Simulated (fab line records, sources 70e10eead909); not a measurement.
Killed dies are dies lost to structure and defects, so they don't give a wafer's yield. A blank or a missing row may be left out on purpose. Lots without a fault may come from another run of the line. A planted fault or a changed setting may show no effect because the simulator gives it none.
fab line records | flow nand_harc
record lots=6 wafers=18 last_day=34
route steps=1302 shown A_DECK1_JOINT@544 A_ONON_D2@545 END@1302
lots that met no fault: from a run of the same line without faults
start_h: hours from the record's first day to the start of the lot's first wafer shown | wait_h: hours since the lot's step before | " the same as in the row above | L1.1+2: a row that stands for several wafers | - no value, or no start given | * or withheld: withheld | < > ~ a bound
route shown NAME@n: a module of which the file shows steps, and the number in the route of the first | usual: mean/standard deviation of fault-free wafers | same: alike in all rows | chamber/n: place in a boat | sites: the reading at each site | _std_site: their standard deviation | _edge_site: outer sites' mean less inner sites' | radius_mm: how far each site lies from the wafer's centre | mask NAME#n: copy n | behind: the tool/chamber that last shaped the wafer | hold: why the lot was held/for how many hours/how that ended | device: the transistor (n, p or np) that didn't switch | end of line: the same wafers' tests at the end of the route | a step without rows: its recipe alone | killed: dies lost to structure and defects at the first sort, not the wafer's yield | map: a wafer's dies, x killed, . not, _ none there
set.NAME: the setting as run; set.NAME@STEP: as run at that earlier step | model.NAME: the simulator's own value behind a step, which no gauge read
lots at some steps of the route; a table a step, a row a wafer
services: from which hour (start_h, from the record's first day; less than 0 if before it) a tool's chamber was out of use, for how many hours, and why
## steps
# step NHARC_A_DECK1_JOINT_INSPECT_05
# usual raw_defect_count=319/120
# columns lot.wafer tool chamber start_h wait_h raw_defect_count
L913.2 defect_inspect-02 - 293.62 0.0 286
L913.5 " - " " 388
L913.6 " - " " 437
L917.3 defect_inspect-01 - 345.46 0.0 195
L917.4 " - " " 576
L917.6 " - " " 341
L927.2 defect_inspect-02 - 443.27 0.0 227
L927.4 " - " " 190
L927.6 " - " " 302
L929.1 defect_inspect-02 - 453.97 0.0 349
L929.2 " - " " 550
L929.5 " - " " 345
L932.2 defect_inspect-02 - 488.09 0.0 196
L932.3 " - " " 279
L932.6 " - " " 167
L933.1 defect_inspect-01 - 511.36 0.0 292
L933.4 " - " " 352
L933.6 " - " " 232
# step NHARC_A_ONON_D2_DEP_00
# recipe target_thk_a=10000 n2_flow_sccm=2750 n2o_flow_sccm=2000 nh3_flow_sccm=500 sih4_flow_sccm=210 temp_c=400
# step NHARC_A_ONON_D2_THK_MEAS_02
# recipe thk_meas_gauge=ellipsometry
# usual thk_nm=1000/12
# columns lot.wafer tool chamber start_h wait_h thk_nm
L913.2 film_metro-02 - 294.19 - 1005
L913.5 " - " " 1007
L913.6 " - " " 1005
L917.3 film_metro-02 - 346.03 - 1001
L917.4 " - " " 1004
L917.6 " - " " 1002
L927.2 film_metro-01 - 443.84 - 994
L927.4 " - " " 996
L927.6 " - " " 994
L929.1 film_metro-01 - 454.54 - 990
L929.2 " - " " 990
L929.5 " - " " 989
L932.2 film_metro-01 - 488.67 - 989
L932.3 " - " " 990
L932.6 " - " " 989
L933.1 film_metro-01 - 511.94 - 1018
L933.4 " - " " 1018
L933.6 " - " " 1019
# step NHARC_A_ONON_D2_DEP_03
# recipe target_thk_a=10000 n2_flow_sccm=2750 n2o_flow_sccm=2000 nh3_flow_sccm=500 sih4_flow_sccm=210 temp_c=400
# step NHARC_A_ONON_D2_THK_MEAS_05
# recipe thk_meas_gauge=ellipsometry
# usual thk_nm=1002/12
# columns lot.wafer tool chamber start_h wait_h thk_nm
L913.2 film_metro-02 - 294.76 - 1028
L913.5 " - " " 1028
L913.6 " - " " 1028
L917.3 film_metro-02 - 346.60 - 991
L917.4 " - " " 994
L917.6 " - " " 992
L927.2 film_metro-01 - 444.40 - 1003
L927.4 " - " " 1001
L927.6 " - " " 1001
L929.1 film_metro-01 - 455.24 - 991
L929.2 " - " " 990
L929.5 " - " " 990
L932.2 film_metro-02 - 489.24 - 1006
L932.3 " - " " 1007
L932.6 " - " " 1007
L933.1 film_metro-02 - 512.51 - 1010
L933.4 " - " " 1008
L933.6 " - " " 1010
# step NHARC_A_ONON_D2_DEP_06
# recipe target_thk_a=10000 n2_flow_sccm=2750 n2o_flow_sccm=2000 nh3_flow_sccm=500 sih4_flow_sccm=210 temp_c=400
# step NHARC_A_ONON_D2_THK_MEAS_08
# recipe thk_meas_gauge=ellipsometry
# usual thk_nm=998/9.6
# columns lot.wafer tool chamber start_h wait_h thk_nm
L913.2 film_metro-02 - 295.34 - 983
L913.5 " - " " 984
L913.6 " - " " 981
L917.3 film_metro-01 - 347.17 - 1013
L917.4 " - " " 1013
L917.6 " - " " 1012
L927.2 film_metro-01 - 444.97 - 1016
L927.4 " - " " 1016
L927.6 " - " " 1016
L929.1 film_metro-02 - 455.94 - 1015
L929.2 " - " " 1013
L929.5 " - " " 1016
L932.2 film_metro-01 - 489.80 - 1006
L932.3 " - " " 1004
L932.6 " - " " 1000
L933.1 film_metro-02 - 513.07 - 996
L933.4 " - " " 998
L933.6 " - " " 997
# step NHARC_A_ONON_D2_DEP_09
# recipe target_thk_a=10000 n2_flow_sccm=2750 n2o_flow_sccm=2000 nh3_flow_sccm=500 sih4_flow_sccm=210 temp_c=400
# step NHARC_A_ONON_D2_THK_MEAS_11
# recipe thk_meas_gauge=ellipsometry
# usual thk_nm=1002/8.8
# columns lot.wafer tool chamber start_h wait_h thk_nm
L913.2 film_metro-01 - 295.90 - 990
L913.5 " - " " 992
L913.6 " - " " 989
L917.3 film_metro-01 - 347.73 - 996
L917.4 " - " " 997
L917.6 " - " " 997
L927.2 film_metro-01 - 445.53 - 1003
L927.4 " - " " 1004
L927.6 " - " " 1003
L929.1 film_metro-02 - 456.65 - 1016
L929.2 " - " " 1017
L929.5 " - " " 1015
L932.2 film_metro-01 - 490.37 - 1015
L932.3 " - " " 1015
L932.6 " - " " 1013
L933.1 film_metro-01 - 513.64 - 1004
L933.4 " - " " 1004
L933.6 " - " " 1003
# step NHARC_A_ONON_D2_DEP_12
# recipe target_thk_a=10000 n2_flow_sccm=2750 n2o_flow_sccm=2000 nh3_flow_sccm=500 sih4_flow_sccm=210 temp_c=400
# step NHARC_A_ONON_D2_THK_MEAS_14
# recipe thk_meas_gauge=ellipsometry
# usual thk_nm=997/9.3
# columns lot.wafer tool chamber start_h wait_h thk_nm
L913.2 film_metro-02 - 296.47 - 1000
L913.5 " - " " 1000
L913.6 " - " " 1001
L917.3 film_metro-02 - 348.30 - 992
L917.4 " - " " 993
L917.6 " - " " 993
L927.2 film_metro-02 - 446.10 - 989
L927.4 " - " " 988
L927.6 " - " " 989
L929.1 film_metro-02 - 457.21 - 995
L929.2 " - " " 994
L929.5 " - " " 996
L932.2 film_metro-01 - 490.94 - 1002
L932.3 " - " " 1003
L932.6 " - " " 1004
L933.1 film_metro-01 - 514.21 - 974
L933.4 " - " " 973
L933.6 " - " " 972
# step NHARC_A_ONON_D2_ANNEAL_15
# recipe temp_c=750 time_s=3600
# step NHARC_A_ONON_D2_DEP_16
# recipe target_thk_a=10000 n2_flow_sccm=2750 n2o_flow_sccm=2000 nh3_flow_sccm=500 sih4_flow_sccm=210 temp_c=400
# columns lot.wafer tool chamber start_h wait_h
L913.2+5+6 pecvd_onon-03 0 303.32 0.4
L917.3+4+6 pecvd_onon-03 0 355.65 0.5
L927.2+4+6 pecvd_onon-03 0 452.99 0.4
L929.1+2+5 pecvd_onon-03 0 464.03 0.4
L932.2+3+6 pecvd_onon-01 0 497.90 0.5
L933.1+4+6 pecvd_onon-02 0 519.39 0.4
# step NHARC_A_ONON_D2_THK_MEAS_18
# recipe thk_meas_gauge=ellipsometry
# usual thk_nm=1002/11
# columns lot.wafer tool chamber start_h wait_h hold thk_nm
L913.2 film_metro-02 - 303.78 - - 1008
L913.5 " - " " - 1011
L913.6 " - " " - 1009
L917.3 film_metro-02 - 356.04 - - 987
L917.4 " - " " - 985
L917.6 " - " " - 987
L927.2 film_metro-02 - 453.44 - await_dispo/0.2h/release 652
L927.4 " - " " await_dispo/0.2h/release 652
L927.6 " - " " await_dispo/0.2h/release 653
L927.2 film_metro-02 - 453.61 0.2 - 651
L927.4 " - " " - 651
L927.6 " - " " - 651
L929.1 film_metro-02 - 464.53 - await_dispo/0.2h/release 634
L929.2 " - " " await_dispo/0.2h/release 635
L929.5 " - " " await_dispo/0.2h/release 636
L929.1 film_metro-02 - 464.70 0.2 - 635
L929.2 " - " " - 635
L929.5 " - " " - 634
L932.2 film_metro-02 - 498.36 - - 987
L932.3 " - " " - 986
L932.6 " - " " - 987
L933.1 film_metro-01 - 519.91 - - 987
L933.4 " - " " - 988
L933.6 " - " " - 989
# step NHARC_END_SORT_01
# recipe temp_c=25
# usual killed_at_array=53/18 killed_at_other=0.8/1.1 killed_at_periphery=4.1/2.7 killed_dies=58/18 killed_open=3.1/1.7 killed_short=2.7/1.7
# same gross_dies=677
# columns lot.wafer tool chamber start_h wait_h hold killed_at_array killed_at_other killed_at_periphery killed_dies killed_open killed_short
L913.2 prober-02 0 608.50 2.8 - 44 2 9 55 5 1
L913.5 prober-02 0 610.91 3.7 - 41 1 6 48 3 2
L913.6 prober-02 0 611.72 4.0 - 40 3 6 49 2 4
L917.3 prober-01 0 631.96 3.1 - 51 1 1 53 6 1
L917.4 prober-01 0 632.75 3.4 - 33 2 3 38 4 3
L917.6 prober-01 0 634.34 4.0 - 47 0 7 54 6 3
L927.2 prober-01 0 734.21 2.8 await_dispo/3.9h/scrap 676 0 1 677 4 3
L927.4 prober-01 0 735.81 3.4 await_dispo/3.9h/scrap 675 0 2 677 2 7
L927.6 prober-01 0 737.40 4.0 await_dispo/3.9h/scrap 675 0 2 677 3 2
L929.1 prober-01 0 762.33 2.5 await_dispo/2.2h/scrap 673 2 2 677 2 1
L929.2 prober-01 0 763.14 2.8 await_dispo/2.2h/scrap 668 1 8 677 3 2
L929.5 prober-01 0 765.55 3.7 await_dispo/2.2h/scrap 672 3 2 677 5 3
L932.2 prober-02 0 771.61 2.8 - 35 1 4 40 2 0
L932.3 prober-02 0 772.39 3.1 - 57 2 4 63 3 5
L932.6 prober-02 0 774.75 3.9 - 42 2 2 46 6 1
L933.1 prober-01 0 804.95 2.5 - 49 0 5 54 7 1
L933.4 prober-01 0 807.35 3.4 - 27 0 7 34 3 3
L933.6 prober-01 0 808.95 4.0 - 41 0 3 44 2 2
# killed by level:class
L913.2 A_SLIT:chamber_film_flake=19 A_CHANNEL_HOLE_D2:chamber_film_flake=7 A_WL_FILL:chamber_film_flake=6 P_GATE:chamber_film_flake=5 A_STAIRCASE:chamber_film_flake=4 P_CONTACT:chamber_film_flake=2 THIN_TSV:chamber_film_flake=2 P_STI:geometric_particle:open=1
L913.5 A_SLIT:chamber_film_flake=18 A_CHANNEL_HOLE_D2:chamber_film_flake=9 P_GATE:chamber_film_flake=3 A_WL_FILL:chamber_film_flake=3 A_ONON_D2:geometric_particle:short=2 A_STAIRCASE:chamber_film_flake=2 A_CONTACT:chamber_film_flake=2 P_GATE:geometric_particle:open=1
L913.6 A_SLIT:chamber_film_flake=22 A_CONTACT:chamber_film_flake=5 P_GATE:chamber_film_flake=4 THIN_TSV:chamber_film_flake=3 A_CHANNEL_HOLE_D2:chamber_film_flake=3 A_CHANNEL_HOLE_D1:chamber_film_flake=2 P_M2:geometric_particle:short=1 A_CHANNEL_FILL_D1:geometric_particle:short=1
L917.3 A_SLIT:chamber_film_flake=25 A_CHANNEL_HOLE_D2:chamber_film_flake=10 A_M1:chamber_film_flake=5 A_CHANNEL_FILL_D1:chamber_film_flake=4 A_CHANNEL_FILL_D1:geometric_particle:open=2 A_ONON_D2:geometric_particle:open=2 P_M0:geometric_particle:open=1 A_CHANNEL_HOLE_D1:geometric_particle:short=1
L917.4 A_SLIT:chamber_film_flake=15 A_CHANNEL_HOLE_D2:chamber_film_flake=6 A_M1:chamber_film_flake=3 A_STAIRCASE:chamber_film_flake=2 P_M0:geometric_particle:short=1 A_SOURCE_PLATE:geometric_particle:open=1 A_ONON_D1:geometric_particle:open=1 A_CHANNEL_FILL_D1:geometric_particle:open=1
L917.6 A_SLIT:chamber_film_flake=20 A_CHANNEL_HOLE_D2:chamber_film_flake=12 A_CHANNEL_FILL_D1:chamber_film_flake=4 A_M1:chamber_film_flake=4 P_STI:geometric_particle:short=1 P_CONTACT:geometric_particle:short=1 P_M0:geometric_particle:open=1 P_M2:geometric_particle:open=1
L927.2 A_ONON_D2:area_dep=586 A_CHANNEL_HOLE_D1:chamber_film_flake=34 A_SLIT:chamber_film_flake=28 A_CHANNEL_HOLE_D2:chamber_film_flake=12 A_CONTACT:chamber_film_flake=7 A_M0:geometric_particle:short=2 P_M2:geometric_particle:open=1 A_ONON_D1:geometric_particle:open=1
L927.4 A_ONON_D2:area_dep=607 A_CHANNEL_HOLE_D2:chamber_film_flake=23 A_SLIT:chamber_film_flake=18 A_CHANNEL_HOLE_D1:chamber_film_flake=13 A_WL_FILL:geometric_particle:short=3 A_CHANNEL_FILL_D1:geometric_particle:short=2 A_STAIRCASE:chamber_film_flake=2 P_M1:geometric_particle:open=1
L927.6 A_ONON_D2:area_dep=595 A_CHANNEL_HOLE_D1:chamber_film_flake=30 A_SLIT:chamber_film_flake=20 A_CHANNEL_HOLE_D2:chamber_film_flake=11 A_CONTACT:chamber_film_flake=8 A_WL_FILL:chamber_film_flake=3 A_CHANNEL_FILL_D1:geometric_particle:short=1 A_ONON_D2:geometric_particle:open=1
L929.1 A_ONON_D2:area_dep=643 A_CHANNEL_HOLE_D1:chamber_film_flake=12 A_SLIT:chamber_film_flake=7 A_ZERO_WELL:chamber_film_flake=4 A_CONTACT:chamber_film_flake=3 P_M1:chamber_film_flake=2 A_WL_FILL:geometric_particle:short=1 A_CONTACT:geometric_particle:open=1
L929.2 A_ONON_D2:area_dep=642 A_SLIT:chamber_film_flake=9 A_CHANNEL_HOLE_D1:chamber_film_flake=8 P_GATE:chamber_film_flake=2 P_M1:chamber_film_flake=2 A_ZERO_WELL:chamber_film_flake=2 A_STAIRCASE:chamber_film_flake=2 A_CONTACT:chamber_film_flake=2
L929.5 A_ONON_D2:area_dep=639 A_CHANNEL_HOLE_D1:chamber_film_flake=10 A_SLIT:chamber_film_flake=7 A_CONTACT:chamber_film_flake=3 THIN_TSV:chamber_film_flake=3 A_ONON_D1:geometric_particle:short=2 A_CHANNEL_FILL_D2:chamber_film_flake=2 A_STAIRCASE:chamber_film_flake=2
L932.2 A_SLIT:chamber_film_flake=21 A_CONTACT:chamber_film_flake=4 A_CHANNEL_FILL_D1:chamber_film_flake=3 A_DECK1_JOINT:chamber_film_flake=2 A_M0:chamber_film_flake=2 P_GATE:geometric_particle:open=1 P_M0:geometric_particle:open=1 P_ZERO_WELL:chamber_film_flake=1
L932.3 A_SLIT:chamber_film_flake=32 A_CONTACT:chamber_film_flake=9 A_STAIRCASE:chamber_film_flake=6 A_DECK1_JOINT:chamber_film_flake=2 THIN_TSV:chamber_film_flake=2 P_CONTACT:geometric_particle:open=1 P_M1:geometric_particle:open=1 P_M2:geometric_particle:short=1
L932.6 A_SLIT:chamber_film_flake=20 A_CONTACT:chamber_film_flake=6 A_STAIRCASE:chamber_film_flake=4 A_CHANNEL_FILL_D1:geometric_particle:open=2 A_CHANNEL_HOLE_D1:chamber_film_flake=2 A_DECK1_JOINT:chamber_film_flake=2 THIN_TSV:chamber_film_flake=2 P_M0:geometric_particle:open=1
L933.1 A_CHANNEL_HOLE_D1:chamber_film_flake=17 A_SLIT:chamber_film_flake=8 A_STAIRCASE:chamber_film_flake=7 A_CONTACT:chamber_film_flake=6 P_GATE:chamber_film_flake=4 A_CHANNEL_HOLE_D2:chamber_film_flake=3 P_GATE:geometric_particle:open=1 A_SOURCE_PLATE:geometric_particle:open=1
L933.4 A_CHANNEL_HOLE_D1:chamber_film_flake=9 P_GATE:chamber_film_flake=5 A_SLIT:chamber_film_flake=5 A_CONTACT:chamber_film_flake=3 A_CHANNEL_FILL_D2:geometric_particle:short=2 A_CHANNEL_HOLE_D2:chamber_film_flake=2 P_M0:geometric_particle:open=1 A_ONON_D1:geometric_particle:short=1
L933.6 A_CHANNEL_HOLE_D1:chamber_film_flake=15 A_SLIT:chamber_film_flake=11 A_CONTACT:chamber_film_flake=5 A_CHANNEL_HOLE_D2:chamber_film_flake=4 A_STAIRCASE:chamber_film_flake=3 P_CONTACT:geometric_particle:open=2 P_CONTACT:geometric_particle:short=1 A_SGD_CUT:geometric_particle:short=1
# map L927.2 (x killed, . not)
____________x____________
_________xxxxxxx_________
_______xxxxxxxxxxx_______
______xxxxxxxxxxxxx______
_____xxxxxxxxxxxxxxx_____
____xxxxxxxxxxxxxxxxx____
____xxxxxxxxxxxxxxxxx____
___xxxxxxxxxxxxxxxxxxx___
___xxxxxxxxxxxxxxxxxxx___
__xxxxxxxxxxxxxxxxxxxxx__
__xxxxxxxxxxxxxxxxxxxxx__
_xxxxxxxxxxxxxxxxxxxxxxx_
_xxxxxxxxxxxxxxxxxxxxxxx_
_xxxxxxxxxxxxxxxxxxxxxxx_
_xxxxxxxxxxxxxxxxxxxxxxx_
_xxxxxxxxxxxxxxxxxxxxxxx_
xxxxxxxxxxxxxxxxxxxxxxxxx
xxxxxxxxxxxxxxxxxxxxxxxxx
xxxxxxxxxxxxxxxxxxxxxxxxx
xxxxxxxxxxxxxxxxxxxxxxxxx
xxxxxxxxxxxxxxxxxxxxxxxxx
_xxxxxxxxxxxxxxxxxxxxxxx_
_xxxxxxxxxxxxxxxxxxxxxxx_
_xxxxxxxxxxxxxxxxxxxxxxx_
_xxxxxxxxxxxxxxxxxxxxxxx_
_xxxxxxxxxxxxxxxxxxxxxxx_
__xxxxxxxxxxxxxxxxxxxxx__
__xxxxxxxxxxxxxxxxxxxxx__
___xxxxxxxxxxxxxxxxxxx___
___xxxxxxxxxxxxxxxxxxx___
____xxxxxxxxxxxxxxxxx____
____xxxxxxxxxxxxxxxxx____
_____xxxxxxxxxxxxxxx_____
______xxxxxxxxxxxxx______
_______xxxxxxxxxxx_______
_________xxxxxxx_________
____________x____________
# map L929.1 (x killed, . not)
____________x____________
_________xxxxxxx_________
_______xxxxxxxxxxx_______
______xxxxxxxxxxxxx______
_____xxxxxxxxxxxxxxx_____
____xxxxxxxxxxxxxxxxx____
____xxxxxxxxxxxxxxxxx____
___xxxxxxxxxxxxxxxxxxx___
___xxxxxxxxxxxxxxxxxxx___
__xxxxxxxxxxxxxxxxxxxxx__
__xxxxxxxxxxxxxxxxxxxxx__
_xxxxxxxxxxxxxxxxxxxxxxx_
_xxxxxxxxxxxxxxxxxxxxxxx_
_xxxxxxxxxxxxxxxxxxxxxxx_
_xxxxxxxxxxxxxxxxxxxxxxx_
_xxxxxxxxxxxxxxxxxxxxxxx_
xxxxxxxxxxxxxxxxxxxxxxxxx
xxxxxxxxxxxxxxxxxxxxxxxxx
xxxxxxxxxxxxxxxxxxxxxxxxx
xxxxxxxxxxxxxxxxxxxxxxxxx
xxxxxxxxxxxxxxxxxxxxxxxxx
_xxxxxxxxxxxxxxxxxxxxxxx_
_xxxxxxxxxxxxxxxxxxxxxxx_
_xxxxxxxxxxxxxxxxxxxxxxx_
_xxxxxxxxxxxxxxxxxxxxxxx_
_xxxxxxxxxxxxxxxxxxxxxxx_
__xxxxxxxxxxxxxxxxxxxxx__
__xxxxxxxxxxxxxxxxxxxxx__
___xxxxxxxxxxxxxxxxxxx___
___xxxxxxxxxxxxxxxxxxx___
____xxxxxxxxxxxxxxxxx____
____xxxxxxxxxxxxxxxxx____
_____xxxxxxxxxxxxxxx_____
______xxxxxxxxxxxxx______
_______xxxxxxxxxxx_______
_________xxxxxxx_________
____________x____________
## services
# columns tool chamber start_h hours kind
pecvd_onon-02 - 366.33 13.0 pm
pecvd_onon-03 - 408.00 13.0 pm
pecvd_onon-01 - 450.00 13.0 pm
## key
first_sign step=NHARC_A_ONON_D2_THK_MEAS_18 reading=visit direction=added
effect step=NHARC_A_ONON_D2_THK_MEAS_18 reading=thk_nm direction=down sigmas=34 usual=1002 struck=644
effect step=NHARC_END_SORT_01 reading=killed_dies direction=up sigmas=34 usual=58 struck=677
more_kills_born_at NHARC_A_ONON_D2_DEP_16@pecvd_onon-03=3712
met_at NHARC_A_ONON_D2_DEP_16
struck_wafers L927.2,L927.4,L927.6,L929.1,L929.2,L929.5
later_rows_left_out L927.2,L927.4,L927.6,L929.1,L929.2,L929.5
tester_left_out L927,L929
onset_between 355.65 452.99
fault kind=process_parameter_drift tool=pecvd_onon-03 chamber=0 onset_h=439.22 steps=NHARC_A_ONON_D2_DEP_16 channel=target_thk_a offset=* shape=step end_h=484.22 acts_in=* stated=*
# tester_left_out: of these lots the tester's yield and bins aren't shown, on N5 and GAA mostly nor the transistor test; their killed dies are dies lost to structure and defects alone, not to doping, threshold or leakage, so they don't give the yield
# later_rows_left_out: the simulator's readings of these wafers behind a module that went badly wrong aren't trusted and aren't shown, but for the sort
